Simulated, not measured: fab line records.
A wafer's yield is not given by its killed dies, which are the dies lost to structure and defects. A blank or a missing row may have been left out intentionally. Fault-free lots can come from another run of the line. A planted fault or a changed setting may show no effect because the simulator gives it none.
Which tool was responsible? + flow nand_harc + 14 lots with 42 wafers sampled at 5 steps, on a route of 1159 steps

WHAT THE GAUGES READ, wafer by wafer
NHARC_A_BLC_OVL_MEAS_11.
| lot  | measured     | on         | overlay_x_nm (nm) | overlay_y_nm (nm) |
|------|--------------|------------|-------------------|-------------------|
| L435 | day 17 10:47 | overlay-02 | -0.3 -0.2 -0.2    | 0.0 0.0 0.0       |
| L436 | day 17 12:30 | overlay-01 | 1.1 0.8 1.0       | 0.5 0.5 0.5       |
| L437 | day 18 04:09 | overlay-02 | -0.2 -0.6 -0.2    | -0.6 -1.1 -0.6    |
| L439 | day 18 05:59 | overlay-02 | 0.8 0.8 0.7       | -1.2 -0.5 -0.6    |
| L438 | day 18 17:05 | overlay-02 | 0.7 1.0 0.9       | 0.9 1.3 1.5       |
| L441 | day 18 22:18 | overlay-02 | 0.1 0.1 -0.3      | -0.8 -0.4 -0.2    |
| L442 | day 18 23:40 | overlay-02 | 1.0 0.8 1.1       | 1.2 1.4 0.9       |
| L440 | day 19 02:56 | overlay-02 | 0.1 0.0 0.0       | 1.2 1.2 1.5       |
| L448 | day 20 13:41 | overlay-02 | 0.5 0.4 -0.1      | 1.1 0.4 0.2       |
| L449 | day 20 14:25 | overlay-02 | -1.0 -0.8 -1.5    | 0.4 0.1 -0.4      |
| L450 | day 20 20:27 | overlay-01 | -0.3 0.5 0.0      | -1.4 -1.3 -1.5    |
| L452 | day 21 23:40 | overlay-02 | 0.6 0.9 0.5       | -1.1 -1.4 -1.0    |
| L455 | day 22 07:42 | overlay-02 | -1.4 -1.7 -1.6    | -0.1 0.4 0.6      |
| L456 | day 22 17:25 | overlay-02 | -0.4 0.0 -0.4     | 0.1 0.7 -0.3      |

NHARC_A_M0_CD_MEAS_09: target cd 80 nm.
| lot  | measured     | on        | cd_nm (nm)     |
|------|--------------|-----------|----------------|
| L435 | day 18 00:18 | cd_sem-02 | 80.5 80.5 79.4 |
| L436 | day 18 00:53 | cd_sem-01 | 80.7 80.5 80.0 |
| L437 | day 18 12:24 | cd_sem-02 | 79.5 79.1 79.3 |
| L439 | day 18 12:34 | cd_sem-01 | 79.2 79.7 79.6 |
| L438 | day 18 21:50 | cd_sem-02 | 80.1 79.9 79.4 |
| L441 | day 19 02:20 | cd_sem-02 | 79.3 80.5 80.0 |
| L442 | day 19 03:41 | cd_sem-03 | 80.4 80.0 80.4 |
| L440 | day 19 07:03 | cd_sem-03 | 80.1 80.4 80.3 |
| L448 | day 20 19:14 | cd_sem-01 | 79.8 79.7 79.2 |
| L449 | day 20 20:02 | cd_sem-03 | 88.5 88.8 88.5 |
| L450 | day 21 13:46 | cd_sem-03 | 89.5 89.3 89.0 |
| L452 | day 22 03:32 | cd_sem-01 | 79.3 79.3 78.8 |
| L455 | day 22 17:05 | cd_sem-03 | 80.1 79.4 79.8 |
| L456 | day 22 21:45 | cd_sem-02 | 81.3 80.3 80.9 |

EACH LOT AND THE TOOL THAT RAN IT (in order: tool; ch and the chambers of the sampled wafers; start)
| lot  | NHARC_A_BLC_DESCUM_15              | NHARC_A_BLC_PVD_32                      | NHARC_A_M0_PEB_07                 |
|------|------------------------------------|-----------------------------------------|-----------------------------------|
| L435 | rie_diel-11 ch 0,1, day 17 10:53   | pvd_sputter-03, day 18 00:13 or earlier | litho_track-04 ch 0, day 18 00:13 |
| L436 | rie_diel-11 ch 0,1,3, day 17 12:36 | pvd_sputter-03, day 18 00:48 or earlier | litho_track-01 ch 0, day 18 00:48 |
| L437 | rie_diel-11 ch 0,2, day 18 04:14   | pvd_sputter-01, day 18 12:19 or earlier | litho_track-06 ch 0, day 18 12:19 |
| L439 | rie_diel-11 ch 0,2,3, day 18 06:05 | pvd_sputter-03, day 18 12:29 or earlier | litho_track-01 ch 0, day 18 12:29 |
| L438 | rie_diel-11 ch 0,1,2, day 18 17:11 | pvd_sputter-01, day 18 21:46 or earlier | litho_track-01 ch 0, day 18 21:46 |
| L441 | rie_diel-11 ch 0,1,3, day 18 22:25 | pvd_sputter-02, day 19 02:14 or earlier | litho_track-06 ch 0, day 19 02:14 |
| L442 | rie_diel-11 ch 0,1, day 18 23:46   | pvd_sputter-01, day 19 03:37 or earlier | litho_track-04 ch 0, day 19 03:37 |
| L440 | rie_diel-11 ch 0,2,3, day 19 03:03 | pvd_sputter-02, day 19 06:58 or earlier | litho_track-06 ch 0, day 19 06:58 |
| L448 | rie_diel-07 ch 0,1,2, day 20 13:48 | pvd_sputter-03, day 20 19:09 or earlier | litho_track-04 ch 0, day 20 19:09 |
| L449 | rie_diel-11 ch 1,2, day 20 14:31   | pvd_sputter-02, day 20 19:58 or earlier | litho_track-01 ch 0, day 20 19:58 |
| L450 | rie_diel-11 ch 0,2,3, day 20 20:32 | pvd_sputter-03, day 21 13:41 or earlier | litho_track-01 ch 0, day 21 13:41 |
| L452 | rie_diel-07 ch 0,2,3, day 21 23:47 | pvd_sputter-03, day 22 03:28 or earlier | litho_track-06 ch 0, day 22 03:28 |
| L455 | rie_diel-11 ch 0,1,2, day 22 07:49 | pvd_sputter-02, day 22 17:01 or earlier | litho_track-04 ch 0, day 22 17:01 |
| L456 | rie_diel-11 ch 0,2, day 22 17:32   | pvd_sputter-02, day 22 21:40 or earlier | litho_track-06 ch 0, day 22 21:40 |
- NHARC_A_BLC_DESCUM_15: chemistry O2, time 3 s.
- NHARC_A_BLC_PVD_32: deposits Ti, target thk 5 nm, time 17.7 s.
- NHARC_A_M0_PEB_07: peb time 65 s.

AS READ BY THE TOOLS THEMSELVES (means over the sampled wafers that have a number; for cases with no such wafer, the mark the record gives instead)
NHARC_A_BLC_DESCUM_15.
| lot  | tool        | chamber_pressure_mTorr (mTorr) | drypump_motor_current_A (A) | oes_product_au (a.u.) | rf_vpp_V (V) | showerhead_plenum_p_Torr (Torr) | throttle_valve_pct (%) |
|------|-------------|--------------------------------|-----------------------------|-----------------------|--------------|---------------------------------|------------------------|
| L435 | rie_diel-11 | 59.99                          | 5.6                         | 0.999                 | 58.8         | 2.03                            | 11.309                 |
| L436 | rie_diel-11 | 59.97                          | 5.6                         | 1.002                 | 58.2         | 2.04                            | 11.313                 |
| L437 | rie_diel-11 | 60.02                          | 4.9                         | 0.999                 | 58.3         | 2.05                            | 11.312                 |
| L439 | rie_diel-11 | 59.97                          | 5.3                         | 1.005                 | 58.0         | 2.05                            | 11.316                 |
| L438 | rie_diel-11 | 59.97                          | 5.3                         | 1.008                 | 57.6         | 2.04                            | 11.308                 |
| L441 | rie_diel-11 | 59.95                          | 5.6                         | 0.989                 | 58.1         | 2.04                            | 11.308                 |
| L442 | rie_diel-11 | 60.00                          | 5.5                         | 1.000                 | 57.5         | 2.04                            | 11.300                 |
| L440 | rie_diel-11 | 59.98                          | 5.3                         | 1.002                 | 59.0         | 2.05                            | 11.311                 |
| L448 | rie_diel-07 | 60.02                          | 5.6                         | 1.001                 | 57.5         | 1.87                            | 11.321                 |
| L449 | rie_diel-11 | 60.00                          | 5.3                         | 1.006                 | 58.9         | 2.03                            | 11.307                 |
| L450 | rie_diel-11 | 59.99                          | 5.3                         | 1.000                 | 58.1         | 2.05                            | 11.306                 |
| L452 | rie_diel-07 | 60.04                          | 5.6                         | 0.992                 | 57.9         | 1.90                            | 11.321                 |
| L455 | rie_diel-11 | 60.01                          | 5.3                         | 1.003                 | 58.8         | 2.04                            | 11.318                 |
| L456 | rie_diel-11 | 60.02                          | 5.0                         | 1.002                 | 58.1         | 2.04                            | 11.314                 |

NHARC_A_BLC_PVD_32.
| lot  | tool           | throttle_valve_pct (%) |
|------|----------------|------------------------|
| L435 | pvd_sputter-03 | 30.5                   |
| L436 | pvd_sputter-03 | 30.2                   |
| L437 | pvd_sputter-01 | 29.5                   |
| L439 | pvd_sputter-03 | 30.1                   |
| L438 | pvd_sputter-01 | 29.7                   |
| L441 | pvd_sputter-02 | 29.7                   |
| L442 | pvd_sputter-01 | 29.9                   |
| L440 | pvd_sputter-02 | 29.8                   |
| L448 | pvd_sputter-03 | 30.7                   |
| L449 | pvd_sputter-02 | 29.0                   |
| L450 | pvd_sputter-03 | 30.7                   |
| L452 | pvd_sputter-03 | 30.2                   |
| L455 | pvd_sputter-02 | 29.8                   |
| L456 | pvd_sputter-02 | 29.8                   |

NHARC_A_M0_PEB_07.
| lot  | tool           | heater_power_total_W (W) | plate_temp_C (C) |
|------|----------------|--------------------------|------------------|
| L435 | litho_track-04 | 156.8                    | 100.09           |
| L436 | litho_track-01 | 157.0                    | 100.11           |
| L437 | litho_track-06 | 156.4                    | 100.06           |
| L439 | litho_track-01 | 156.9                    | 100.06           |
| L438 | litho_track-01 | 156.2                    | 100.18           |
| L441 | litho_track-06 | 156.4                    | 100.17           |
| L442 | litho_track-04 | 156.6                    | 100.01           |
| L440 | litho_track-06 | 156.7                    | 99.97            |
| L448 | litho_track-04 | 156.7                    | 99.95            |
| L449 | litho_track-01 | 162.0                    | 102.47           |
| L450 | litho_track-01 | 162.0                    | 102.54           |
| L452 | litho_track-06 | 156.5                    | 100.00           |
| L455 | litho_track-04 | 156.6                    | 99.81            |
| L456 | litho_track-06 | 156.9                    | 100.00           |

THE ANSWER, worked out from the rows above alone
Rule: the usual values come from the lots themselves. The widest of any qualifying gaps counts: lots, ordered by their means at a reading, are off when they make up no more than a third of the lots, leave a main group of 4 or more, and stand apart from it by 3 or more times the standard deviation of that group's means. A main group whose means are all the same, to the digits that the tables above print for the reading, isn't used. A lot without any number at a reading at which 4 lots or more have one is off too. The other lots that the step has rows for count as sound. After the gauges, taken in route order, come the tools' own readings; for these a lot's mean is taken, as printed above. At the first step where some lot is off, the reading lying furthest off is the one used; lots without a number count as furthest.
Off: L449, L450, at NHARC_A_M0_CD_MEAS_09 (cd_nm). The main group has a mean of 79.9 nm with a standard deviation of 0.47.
A tool fits if, at a process step before that reading, it ran every lot that is off, and no sound lot after the first of them. Not tried: the gauges at NHARC_A_M0_CD_MEAS_09; whatever is off there is also off at NHARC_A_M0_PEB_07, on other tools, and gauge error can't account for it. NHARC_A_BLC_PVD_32 gives no start for some lots, so the hours and the order of its lots are those of NHARC_A_M0_PEB_07. One candidate fits, namely litho_track-01 at NHARC_A_M0_PEB_07. A fault onset in the window from L438 (day 18 21:46, its last sound lot) to L449 (day 20 19:58, its first lot off) fits.
The tool's own readings at NHARC_A_M0_PEB_07 bear it out: on the lots that are off they differ by more than 5 times the standard deviation of the sound lots' means. heater_power_total_W reads 162.0 W there against 156.6 W on the sound lots; plate_temp_C reads 102.50 C there against 100.03 C on the sound lots.

WHAT THE SIMULATOR HAD PUT IN
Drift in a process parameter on litho_track-01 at NHARC_A_M0_PEB_07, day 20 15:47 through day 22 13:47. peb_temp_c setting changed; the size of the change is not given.
Struck lots among those shown: L449, L450. Same finding as the rule above.
